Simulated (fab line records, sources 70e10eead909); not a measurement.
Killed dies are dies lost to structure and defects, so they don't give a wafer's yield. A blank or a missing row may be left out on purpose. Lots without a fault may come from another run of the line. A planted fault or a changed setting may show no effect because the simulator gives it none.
fab line records | flow nand_harc
record lots=7 wafers=21 last_day=34
route steps=1302 shown A_STAIRCASE@777 END@1302
lots that met no fault: from a run of the same line without faults
start_h: hours from the record's first day to the start of the lot's first wafer shown | wait_h: hours since the lot's step before | " the same as in the row above | L1.1+2: a row that stands for several wafers | - no value, or no start given | * or withheld: withheld | < > ~ a bound
route shown NAME@n: a module of which the file shows steps, and the number in the route of the first | usual: mean/standard deviation of fault-free wafers | same: alike in all rows | chamber/n: place in a boat | sites: the reading at each site | _std_site: their standard deviation | _edge_site: outer sites' mean less inner sites' | radius_mm: how far each site lies from the wafer's centre | mask NAME#n: copy n | behind: the tool/chamber that last shaped the wafer | hold: why the lot was held/for how many hours/how that ended | device: the transistor (n, p or np) that didn't switch | end of line: the same wafers' tests at the end of the route | a step without rows: its recipe alone | killed: dies lost to structure and defects at the first sort, not the wafer's yield | map: a wafer's dies, x killed, . not, _ none there
set.NAME: the setting as run; set.NAME@STEP: as run at that earlier step | model.NAME: the simulator's own value behind a step, which no gauge read
lots at some steps of the route; a table a step, a row a wafer
services: from which hour (start_h, from the record's first day; less than 0 if before it) a tool's chamber was out of use, for how many hours, and why
## steps
# step NHARC_A_STAIRCASE_SOFTBAKE_263
# recipe temp_c=135 time_s=170
# step NHARC_A_STAIRCASE_EBR_264
# step NHARC_A_STAIRCASE_EXPOSE_265
# recipe na=0.5 dose_mj=25.01 mask_id=CHOP_200
# step NHARC_A_STAIRCASE_PEB_266
# recipe peb_temp_c=115 peb_time_s=130
# step NHARC_A_STAIRCASE_DEVELOP_267
# recipe time_s=140
# step NHARC_A_STAIRCASE_HARDBAKE_269
# recipe temp_c=120 time_s=140
# step NHARC_A_STAIRCASE_DESCUM_270
# recipe time_s=3 o2_flow_sccm=200 ar_flow_sccm=0 bias_power_w=0 chemistry=O2
# usual drypump_motor_current_A=5.9/0.58 o2_flow_sccm=200.0/0.56 oes_product_au=1.000/0.0086 rf_vpp_V=57.8/0.93 showerhead_plenum_p_Torr=1.94/0.099 throttle_valve_pct=11.310/0.01
# columns lot.wafer tool chamber start_h wait_h drypump_motor_current_A o2_flow_sccm oes_product_au rf_hours_counter_h rf_vpp_V showerhead_plenum_p_Torr throttle_valve_pct
L980.4 rie_diel-13 2 389.06 - 6.0 200.3 1.005 6 58.0 2.07 11.309
L980.6 " 2 " " 6.0 200.4 1.009 - 59.0 2.07 11.307
L980.5 " 3 " " 5.8 201.0 1.000 - 57.7 1.94 11.298
L989.2 rie_diel-13 3 477.08 - 5.8 200.5 0.991 35 57.5 1.93 11.311
L989.6 " 1 " " 6.6 200.0 0.996 - 57.4 1.79 11.315
L989.4 " 2 " " 6.0 200.6 1.008 - 59.3 2.06 11.313
L988.4 rie_diel-08 3 478.28 - 6.3 200.6 0.983 35 57.8 2.04 11.306
L988.2 " 2 " " 5.5 200.6 0.987 33 58.5 1.92 11.312
L988.5 " 3 " " 6.3 200.5 0.998 - 58.7 2.04 11.312
L990.3 rie_diel-08 1 503.84 - 6.5 200.0 1.004 44 56.7 1.86 11.318
L990.2 " 2 " " 5.5 200.0 0.991 40 58.8 1.92 11.310
L990.6 " 2 " " 5.5 200.3 0.993 - 58.1 1.92 11.302
L999.2 rie_diel-08 1 568.78 - 6.5 199.8 1.016 1 57.4 1.85 11.307
L999.6 " 2 " " 5.5 199.5 1.011 - 56.4 1.91 11.300
L999.5 " 3 " " 6.3 199.9 0.990 - 59.0 2.03 11.307
L997.1 rie_diel-08 3 574.68 - 6.3 200.0 0.987 6 56.8 2.03 11.312
L997.3 " 0 " " 4.8 200.5 0.988 6 58.0 2.05 11.309
L997.5 " 2 " " 5.5 199.7 1.013 - 57.8 1.91 11.296
L101.3 rie_diel-08 2 603.02 - 5.5 199.6 1.001 14 58.0 1.91 11.304
L101.4 " 3 " " 6.3 200.4 0.986 16 57.0 2.03 11.312
L101.6 " 1 " " 6.5 199.2 1.015 - 57.6 1.85 11.318
# step NHARC_A_STAIRCASE_ETCH_271
# recipe cf4_flow_sccm=100 chf3_flow_sccm=30 ar_flow_sccm=0 rf_w=500 bias_w=200 chemistry=CF4/CHF3
# usual bias_w=200.0/0.71 cf4_flow_sccm=100.00/0.27 drypump_motor_current_A=5.9/0.58 oes_product_au=0.950/0.023 rf_vpp_V=371.2/2.7 showerhead_plenum_p_Torr=1.59/0.076 throttle_valve_pct=16.802/0.0092
# columns lot.wafer tool chamber start_h wait_h bias_w cf4_flow_sccm drypump_motor_current_A oes_product_au rf_hours_counter_h rf_vpp_V showerhead_plenum_p_Torr throttle_valve_pct
L980.4 rie_diel-13 0 389.17 0.1 199.5 100.04 5.0 0.976 8 371.4 1.56 16.809
L980.5 " 2 " " 199.8 99.88 6.0 0.964 - 374.2 1.70 16.789
L980.6 " 3 " " 200.5 99.82 5.8 0.956 - 371.8 1.60 16.796
L989.2 rie_diel-13 2 477.17 0.1 199.1 100.06 6.0 0.943 38 374.4 1.69 16.799
L989.4 " 2 " " 199.6 100.46 6.0 0.933 - 374.3 1.69 16.810
L989.6 " 3 " " 200.1 99.94 5.8 0.924 - 372.2 1.59 16.781
L988.2 rie_diel-08 1 478.36 0.1 199.6 100.13 6.5 0.933 34 369.2 1.53 16.802
L988.4 " 3 " " 199.6 99.85 6.3 0.914 35 373.6 1.67 16.804
L988.5 " 1 " " 199.2 99.80 6.5 0.928 - 369.2 1.53 16.793
L990.3 rie_diel-08 2 504.00 0.2 199.7 99.84 5.5 0.923 40 371.1 1.58 16.799
L990.2 " 3 " " 199.9 100.34 6.3 0.919 42 372.8 1.67 16.795
L990.6 " 1 " " 199.2 100.30 6.5 0.928 - 369.1 1.53 16.802
L999.2 rie_diel-08 2 568.87 0.1 199.9 100.28 5.5 0.974 3 370.9 1.57 16.793
L999.6 " 3 " " 200.3 99.84 6.3 0.952 - 374.2 1.67 16.800
L999.5 " 0 " " 201.2 100.24 4.8 0.975 - 372.7 1.68 16.792
L997.1 rie_diel-08 1 574.74 0.1 199.5 99.87 6.5 0.981 2 368.7 1.52 16.777
L997.3 " 0 " " 200.3 99.56 4.8 0.975 6 374.1 1.68 16.814
L997.5 " 1 " " 199.5 99.94 6.5 0.968 - 369.6 1.52 16.813
L101.4 rie_diel-08 1 603.10 0.1 200.7 100.31 6.4 0.934 11 368.8 1.52 16.802
L101.3 " 3 " " 199.6 100.13 6.3 0.907 16 374.0 1.66 16.792
L101.6 " 0 " " 199.2 99.47 4.8 0.919 - 374.3 1.68 16.811
# step NHARC_A_STAIRCASE_HM_OPEN_457
# recipe o2_flow_sccm=400 cos_flow_sccm=20 ar_flow_sccm=0 rf_w=500 bias_w=300 chemistry=O2/COS
# usual bias_w=299.8/0.8 drypump_motor_current_A=5.9/0.6 o2_flow_sccm=399.9/1.2 oes_product_au=0.999/0.0082 rf_vpp_V=468/3.2 showerhead_plenum_p_Torr=3.16/0.15 throttle_valve_pct=28.331/0.0093
# columns lot.wafer tool chamber start_h wait_h bias_w drypump_motor_current_A o2_flow_sccm oes_product_au rf_hours_counter_h rf_vpp_V showerhead_plenum_p_Torr throttle_valve_pct
L980.4 rie_diel-13 3 - - 298.4 5.8 399.9 1.003 8 468 3.16 28.329
L980.5 " 0 " " 300.5 5.1 399.8 0.998 - 469 3.10 28.323
L980.6 " 1 " " 300.1 6.7 399.3 0.992 - 463 2.94 28.331
L989.2 rie_diel-13 2 - - 299.7 6.0 400.6 1.007 38 472 3.35 28.331
L989.6 " 1 " " 300.5 6.7 398.0 1.010 - 463 2.93 28.327
L989.4 " 2 " " 299.9 6.1 401.9 1.007 - 472 3.35 28.335
L988.4 rie_diel-08 2 - - 300.8 5.5 398.4 0.993 33 469 3.14 28.341
L988.2 " 3 " " 301.6 6.3 399.4 0.996 35 473 3.32 28.321
L988.5 " 2 " " 300.2 5.5 399.4 0.995 - 469 3.14 28.340
L990.3 rie_diel-08 0 - - 300.1 4.8 402.3 1.004 44 472 3.35 28.363
L990.2 " 2 " " 299.3 5.5 398.8 1.001 40 467 3.13 28.333
L990.6 " 0 " " 299.9 4.8 401.7 1.007 - 473 3.35 28.322
L999.2 rie_diel-08 3 - - 299.2 6.3 400.3 0.978 3 470 3.31 28.339
L999.6 " 3 " " 300.4 6.3 400.3 0.985 - 472 3.31 28.320
L999.5 " 0 " " 298.8 4.9 400.1 0.985 - 471 3.34 28.318
L997.3 rie_diel-08 3 - - 299.2 6.3 400.0 0.985 6 470 3.31 28.330
L997.1 " 1 " " 299.2 6.5 400.0 1.010 3 465 3.02 28.343
L997.5 " 2 " " 299.9 5.5 400.7 1.007 - 466 3.12 28.317
L101.3 rie_diel-08 1 - - 300.3 6.5 399.1 1.018 11 466 3.02 28.334
L101.4 " 2 " " 300.7 5.5 398.7 1.000 14 467 3.12 28.332
L101.6 " 0 " " 300.3 4.9 401.4 0.992 - 470 3.33 28.329
# step NHARC_A_STAIRCASE_STRIP_458
# recipe o2_flow_sccm=400 cos_flow_sccm=20 ar_flow_sccm=0 bias_w=0 chemistry=O2/COS
# step NHARC_A_STAIRCASE_ETCH_451
# recipe target_depth_a=300 overetch_a=30 time_s=16.5 ion_energy_ev=100 cf4_flow_sccm=80 o2_flow_sccm=20 ar_flow_sccm=0 rf_w=300 bias_w=100 chemistry=CF4/O2
# usual bias_w=100.0/0.3 cf4_flow_sccm=80.01/0.28 drypump_motor_current_A=5.9/0.59 o2_flow_sccm=20.00/0.057 oes_product_au=1.000/0.0088 rf_vpp_V=198.1/1.6 showerhead_plenum_p_Torr=1.35/0.067 throttle_valve_pct=13.395/0.0092
# columns lot.wafer tool chamber start_h wait_h bias_w cf4_flow_sccm drypump_motor_current_A o2_flow_sccm oes_product_au rf_hours_counter_h rf_vpp_V showerhead_plenum_p_Torr throttle_valve_pct
L980.4 rie_diel-13 3 - - 100.1 79.71 5.8 20.17 1.003 8 197.7 1.35 13.382
L980.5 " 1 " " 100.1 79.56 6.6 20.05 0.997 - 196.4 1.26 13.379
L980.6 " 2 " " 99.8 79.89 6.0 20.01 1.006 - 199.7 1.44 13.392
L989.2 rie_diel-13 3 - - 100.1 80.15 5.8 20.08 0.994 35 198.0 1.35 13.395
L989.4 " 1 " " 100.3 79.97 6.6 19.98 0.993 - 196.1 1.25 13.392
L989.6 " 2 " " 100.0 79.91 6.0 19.98 1.005 - 199.3 1.44 13.398
L988.4 rie_diel-08 0 - - 100.0 80.14 4.8 19.90 1.010 35 198.5 1.44 13.403
L988.2 " 1 " " 99.8 80.21 6.5 20.00 0.999 34 197.0 1.30 13.410
L988.5 " 2 " " 99.9 80.25 5.5 19.99 0.977 - 199.3 1.34 13.394
L990.2 rie_diel-08 2 - - 99.8 79.67 5.5 19.97 0.988 40 197.8 1.34 13.390
L990.3 " 3 " " 100.2 80.01 6.3 19.95 0.990 42 200.1 1.42 13.383
L990.6 " 1 " " 100.5 80.17 6.5 19.97 1.010 - 197.2 1.30 13.409
L999.2 rie_diel-08 3 - - 99.9 79.80 6.2 19.86 0.989 3 200.4 1.42 13.404
L999.6 " 0 " " 99.4 80.08 4.8 19.96 0.991 - 199.4 1.43 13.408
L999.5 " 1 " " 99.5 80.27 6.5 20.05 1.015 - 198.4 1.29 13.392
L997.3 rie_diel-08 2 - - 100.2 80.35 5.5 20.00 1.007 5 197.3 1.34 13.401
L997.1 " 1 " " 100.2 79.76 6.5 19.89 1.013 3 196.8 1.29 13.383
L997.5 " 2 " " 100.0 80.43 5.5 19.97 1.010 - 198.7 1.34 13.387
L101.3 rie_diel-08 1 - - 100.1 80.40 6.5 20.00 1.019 11 196.4 1.29 13.402
L101.4 " 2 " " 99.9 79.94 5.5 19.90 1.013 14 196.0 1.33 13.383
L101.6 " 2 " " 99.9 80.76 5.5 20.00 1.015 - 197.0 1.33 13.404
# step NHARC_A_STAIRCASE_ETCH_273
# recipe target_depth_a=1.02e+05 time_s=2468.6 ion_energy_ev=800 c4f8_flow_sccm=80 o2_flow_sccm=60 ar_flow_sccm=withheld rf_w=600 bias_w=3000 chemistry=C4F8/O2/Ar
# usual bias_w=3001/8.5 chamber_pressure_mTorr=25.001/0.024 oes_product_au=0.936/0.011 rf_vpp_V=1830/13
# columns lot.wafer tool chamber start_h wait_h bias_w chamber_pressure_mTorr oes_product_au rf_hours_counter_h rf_vpp_V
L980.4 rie_diel-13 2 390.18 - 3018 24.984 0.961 7 1846
L980.5 " 3 " " 2995 25.039 0.950 - 1830
L980.6 " 0 " " 3010 24.975 0.937 - 1826
L989.2 rie_diel-13 1 478.06 - - - - - -
L989.6 " 3 " " - - - - -
L989.4 " 1 " " - - - - -
L988.4 rie_diel-08 3 478.88 - - - - - -
L988.2 " 0 " " - - - - -
L988.5 " 3 " " - - - - -
L990.3 rie_diel-08 3 504.51 - - - - - -
L990.2 " 1 " " - - - - -
L990.6 " 3 " " - - - - -
L999.2 rie_diel-08 3 569.35 - 2993 24.977 0.927 4 1841
L999.6 " 3 " " 2991 25.002 0.934 - 1844
L999.5 " 0 " " 3014 24.968 0.946 - 1845
L997.1 rie_diel-08 2 575.50 - 3010 25.019 0.944 6 1827
L997.3 " 3 " " 3003 25.016 0.918 6 1842
L997.5 " 2 " " 3003 24.981 0.942 - 1827
L101.4 rie_diel-08 1 603.96 - 2991 25.033 0.954 11 1819
L101.3 " 2 " " 3007 25.020 0.953 15 1828
L101.6 " 0 " " 3004 25.034 0.937 - 1845
# step NHARC_A_STAIRCASE_STRIP_274
# recipe o2_flow_sccm=500 ar_flow_sccm=0 bias_w=0 chemistry=O2
# usual drypump_motor_current_A=5.9/0.58 o2_flow_sccm=499.7/1.6 oes_product_au=0.999/0.0089 rf_vpp_V=57.8/0.93 showerhead_plenum_p_Torr=3.57/0.17 throttle_valve_pct=17.036/0.0098
# same bias_w=0
# columns lot.wafer tool chamber start_h wait_h drypump_motor_current_A o2_flow_sccm oes_product_au rf_hours_counter_h rf_vpp_V showerhead_plenum_p_Torr throttle_valve_pct
L980.4 rie_diel-13 3 - - 5.9 497.1 1.000 9 58.8 3.57 17.032
L980.6 " 0 " " 5.1 499.4 1.008 - 58.9 3.51 17.037
L980.5 " 1 " " 6.6 499.3 1.006 - 57.6 3.33 17.031
L989.2 rie_diel-13 2 - - 6.0 499.9 1.013 39 58.2 3.79 17.043
L989.4 " 0 " " 5.0 500.1 1.005 34 58.3 3.49 17.051
L989.6 " 2 " " 6.0 500.7 1.010 - 58.2 3.79 17.047
L988.4 rie_diel-08 1 - - 6.5 501.4 1.003 35 58.1 3.43 17.044
L988.2 " 2 " " 5.5 501.0 1.004 34 58.0 3.55 17.040
L988.5 " 1 " " 6.5 500.5 1.016 - 57.0 3.43 17.042
L990.2 rie_diel-08 0 - - 4.8 499.9 1.005 45 59.1 3.78 17.038
L990.3 " 1 " " 6.5 498.4 1.005 45 58.0 3.43 17.022
L990.6 " 3 " " 6.2 498.3 0.994 - 57.5 3.75 17.049
L999.2 rie_diel-08 2 - - 5.5 503.4 1.013 4 58.9 3.53 17.034
L999.6 " 2 " " 5.5 501.8 1.013 - 58.1 3.53 17.036
L999.5 " 3 " " 6.3 500.3 0.991 - 59.4 3.73 17.029
L997.1 rie_diel-08 3 - - 6.3 500.6 0.989 6 58.1 3.73 17.017
L997.3 " 0 " " 4.8 500.6 1.001 6 57.6 3.77 17.028
L997.5 " 2 " " 5.5 502.2 1.013 - 56.8 3.53 17.046
L101.3 rie_diel-08 1 - - 6.5 498.7 1.017 11 56.6 3.41 17.023
L101.4 " 2 " " 5.5 500.5 1.003 15 57.8 3.52 17.029
L101.6 " 0 " " 4.9 499.2 0.994 - 58.5 3.76 17.020
# step NHARC_END_SORT_01
# recipe temp_c=25
# usual killed_at_array=55/17 killed_at_other=1.1/1.6 killed_at_periphery=3.8/2.5 killed_dies=60/18 killed_open=3.3/1.9 killed_short=2.5/1.7
# same gross_dies=677
# columns lot.wafer tool chamber start_h wait_h killed_at_array killed_at_other killed_at_periphery killed_dies killed_open killed_short
L989.2 prober-02 0 668.31 2.8 672 2 3 677 4 3
L989.4 prober-02 0 669.91 3.4 676 1 0 677 1 2
L989.6 prober-02 0 671.51 4.0 675 0 2 677 2 1
L988.2 prober-01 0 668.46 2.8 673 0 4 677 4 0
L988.4 prober-01 0 670.08 3.4 671 1 5 677 5 1
L988.5 prober-01 0 670.89 3.7 673 1 3 677 5 2
L990.2 prober-02 0 687.67 2.8 671 1 5 677 2 4
L990.3 prober-02 0 688.48 3.1 672 3 2 677 4 3
L990.6 prober-02 0 690.90 4.0 667 3 7 677 3 2
# killed by level:class
L989.2 A_STAIRCASE:area_etch=609 A_CHANNEL_HOLE_D1:chamber_film_flake=24 A_SLIT:chamber_film_flake=22 A_CHANNEL_FILL_D1:chamber_film_flake=4 P_ZERO_WELL:chamber_film_flake=2 A_WL_FILL:chamber_film_flake=2 THIN_TSV:chamber_film_flake=2 P_CONTACT:geometric_particle:open=1
L988.2 A_STAIRCASE:area_etch=639 A_SLIT:chamber_film_flake=11 A_CHANNEL_HOLE_D2:chamber_film_flake=6 A_CONTACT:chamber_film_flake=6 A_DECK1_JOINT:chamber_film_flake=3 A_STAIRCASE:chamber_film_flake=3 P_GATE:chamber_film_flake=2 A_ZERO_WELL:chamber_film_flake=2
L989.4 A_STAIRCASE:area_etch=606 A_CHANNEL_HOLE_D1:chamber_film_flake=34 A_SLIT:chamber_film_flake=31 A_DECK1_JOINT:geometric_particle:short=1 A_M0:geometric_particle:open=1 A_M1:geometric_particle:short=1 A_DECK1_JOINT:chamber_film_flake=1 A_WL_FILL:chamber_film_flake=1
L988.4 A_STAIRCASE:area_etch=617 A_SLIT:chamber_film_flake=23 A_CHANNEL_HOLE_D2:chamber_film_flake=14 A_CONTACT:chamber_film_flake=6 P_GATE:chamber_film_flake=5 A_ONON_D2:geometric_particle:open=2 A_CHANNEL_HOLE_D1:chamber_film_flake=2 A_ONON_D1:geometric_particle:open=1
L988.5 A_STAIRCASE:area_etch=641 A_SLIT:chamber_film_flake=14 A_CHANNEL_HOLE_D2:chamber_film_flake=4 A_CONTACT:chamber_film_flake=4 A_STAIRCASE:chamber_film_flake=3 P_CONTACT:geometric_particle:open=2 A_CHANNEL_FILL_D1:geometric_particle:short=1 A_ONON_D2:geometric_particle:open=1
L989.6 A_STAIRCASE:area_etch=622 A_CHANNEL_HOLE_D1:chamber_film_flake=30 A_SLIT:chamber_film_flake=18 P_BONDPAD:chamber_film_flake=2 A_ONON_D1:geometric_particle:short=1 A_ONON_D2:geometric_particle:open=1 A_M0:geometric_particle:open=1 A_DECK1_JOINT:chamber_film_flake=1
L990.2 A_STAIRCASE:area_etch=613 A_CHANNEL_HOLE_D2:chamber_film_flake=27 A_SLIT:chamber_film_flake=13 A_STAIRCASE:chamber_film_flake=4 P_CONTACT:chamber_film_flake=3 A_WL_FILL:geometric_particle:short=2 A_CHANNEL_HOLE_D1:chamber_film_flake=2 A_DECK1_JOINT:chamber_film_flake=2
L990.3 A_STAIRCASE:area_etch=616 A_CHANNEL_HOLE_D2:chamber_film_flake=24 A_SLIT:chamber_film_flake=9 A_CHANNEL_HOLE_D1:chamber_film_flake=6 A_STAIRCASE:chamber_film_flake=3 A_CONTACT:chamber_film_flake=3 A_SGD_CUT:chamber_film_flake=2 A_M0:chamber_film_flake=2
L990.6 A_STAIRCASE:area_etch=620 A_SLIT:chamber_film_flake=12 A_CHANNEL_HOLE_D2:chamber_film_flake=11 A_CONTACT:chamber_film_flake=9 A_CHANNEL_HOLE_D1:chamber_film_flake=4 P_ZERO_WELL:chamber_film_flake=3 A_STAIRCASE:chamber_film_flake=3 THIN_TSV:chamber_film_flake=3
# map L988.2 (x killed, . not)
____________x____________
_________xxxxxxx_________
_______xxxxxxxxxxx_______
______xxxxxxxxxxxxx______
_____xxxxxxxxxxxxxxx_____
____xxxxxxxxxxxxxxxxx____
____xxxxxxxxxxxxxxxxx____
___xxxxxxxxxxxxxxxxxxx___
___xxxxxxxxxxxxxxxxxxx___
__xxxxxxxxxxxxxxxxxxxxx__
__xxxxxxxxxxxxxxxxxxxxx__
_xxxxxxxxxxxxxxxxxxxxxxx_
_xxxxxxxxxxxxxxxxxxxxxxx_
_xxxxxxxxxxxxxxxxxxxxxxx_
_xxxxxxxxxxxxxxxxxxxxxxx_
_xxxxxxxxxxxxxxxxxxxxxxx_
xxxxxxxxxxxxxxxxxxxxxxxxx
xxxxxxxxxxxxxxxxxxxxxxxxx
xxxxxxxxxxxxxxxxxxxxxxxxx
xxxxxxxxxxxxxxxxxxxxxxxxx
xxxxxxxxxxxxxxxxxxxxxxxxx
_xxxxxxxxxxxxxxxxxxxxxxx_
_xxxxxxxxxxxxxxxxxxxxxxx_
_xxxxxxxxxxxxxxxxxxxxxxx_
_xxxxxxxxxxxxxxxxxxxxxxx_
_xxxxxxxxxxxxxxxxxxxxxxx_
__xxxxxxxxxxxxxxxxxxxxx__
__xxxxxxxxxxxxxxxxxxxxx__
___xxxxxxxxxxxxxxxxxxx___
___xxxxxxxxxxxxxxxxxxx___
____xxxxxxxxxxxxxxxxx____
____xxxxxxxxxxxxxxxxx____
_____xxxxxxxxxxxxxxx_____
______xxxxxxxxxxxxx______
_______xxxxxxxxxxx_______
_________xxxxxxx_________
____________x____________
# map L989.2 (x killed, . not)
____________x____________
_________xxxxxxx_________
_______xxxxxxxxxxx_______
______xxxxxxxxxxxxx______
_____xxxxxxxxxxxxxxx_____
____xxxxxxxxxxxxxxxxx____
____xxxxxxxxxxxxxxxxx____
___xxxxxxxxxxxxxxxxxxx___
___xxxxxxxxxxxxxxxxxxx___
__xxxxxxxxxxxxxxxxxxxxx__
__xxxxxxxxxxxxxxxxxxxxx__
_xxxxxxxxxxxxxxxxxxxxxxx_
_xxxxxxxxxxxxxxxxxxxxxxx_
_xxxxxxxxxxxxxxxxxxxxxxx_
_xxxxxxxxxxxxxxxxxxxxxxx_
_xxxxxxxxxxxxxxxxxxxxxxx_
xxxxxxxxxxxxxxxxxxxxxxxxx
xxxxxxxxxxxxxxxxxxxxxxxxx
xxxxxxxxxxxxxxxxxxxxxxxxx
xxxxxxxxxxxxxxxxxxxxxxxxx
xxxxxxxxxxxxxxxxxxxxxxxxx
_xxxxxxxxxxxxxxxxxxxxxxx_
_xxxxxxxxxxxxxxxxxxxxxxx_
_xxxxxxxxxxxxxxxxxxxxxxx_
_xxxxxxxxxxxxxxxxxxxxxxx_
_xxxxxxxxxxxxxxxxxxxxxxx_
__xxxxxxxxxxxxxxxxxxxxx__
__xxxxxxxxxxxxxxxxxxxxx__
___xxxxxxxxxxxxxxxxxxx___
___xxxxxxxxxxxxxxxxxxx___
____xxxxxxxxxxxxxxxxx____
____xxxxxxxxxxxxxxxxx____
_____xxxxxxxxxxxxxxx_____
______xxxxxxxxxxxxx______
_______xxxxxxxxxxx_______
_________xxxxxxx_________
____________x____________
## services
# columns tool chamber start_h hours kind
rie_diel-08 - 367.84 9.0 pm
rie_diel-08 0 367.84 9.0 vent_cycle
rie_diel-08 1 367.84 9.0 vent_cycle
rie_diel-08 2 367.84 9.0 vent_cycle
rie_diel-08 3 367.84 9.0 vent_cycle
rie_diel-08 0 376.84 - clean
rie_diel-08 0 376.84 - consumable_replace:showerhead
rie_diel-08 1 376.84 - clean
rie_diel-08 2 376.84 - clean
rie_diel-08 3 376.84 - clean
rie_diel-08 1 385.33 6.2 repair
rie_diel-08 0 401.34 - clean
rie_diel-08 1 401.34 - clean
rie_diel-08 2 401.34 - clean
rie_diel-08 3 401.34 - clean
rie_diel-08 0 425.94 - clean
rie_diel-08 1 425.94 - clean
rie_diel-08 0 462.37 9.5 repair
rie_diel-13 0 471.12 7.6 repair
rie_diel-13 - 519.35 9.0 pm
rie_diel-08 - 544.93 9.0 pm
rie_diel-08 1 558.67 8.7 repair
rie_diel-13 3 570.33 8.1 repair
rie_diel-08 - 586.61 0.7 repair
## key
first_sign step=NHARC_A_STAIRCASE_ETCH_273 reading=tool_record direction=missing
effect step=NHARC_END_SORT_01 reading=killed_at_array direction=up sigmas=35 usual=55 struck=672
more_kills_born_at NHARC_A_STAIRCASE_ETCH_273@rie_diel-08=3750 NHARC_A_STAIRCASE_ETCH_273@rie_diel-13=1837
met_at NHARC_A_STAIRCASE_ETCH_273
struck_wafers L988.2,L988.4,L988.5,L989.2,L989.4,L989.6,L990.2,L990.3,L990.6
later_rows_left_out L988.2,L988.4,L988.5,L989.2,L989.4,L989.6,L990.2,L990.3,L990.6
tester_left_out L988,L989,L990
onset_between 390.18 478.06
fault kind=skipped_step_whole tool=rie_diel-08,rie_diel-13 chamber=- onset_h=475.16 steps=NHARC_A_STAIRCASE_ETCH_273 scope=struck_lots_only
# tester_left_out: of these lots the tester's yield and bins aren't shown, on N5 and GAA mostly nor the transistor test; their killed dies are dies lost to structure and defects alone, not to doping, threshold or leakage, so they don't give the yield
# later_rows_left_out: the simulator's readings of these wafers behind a module that went badly wrong aren't trusted and aren't shown, but for the sort
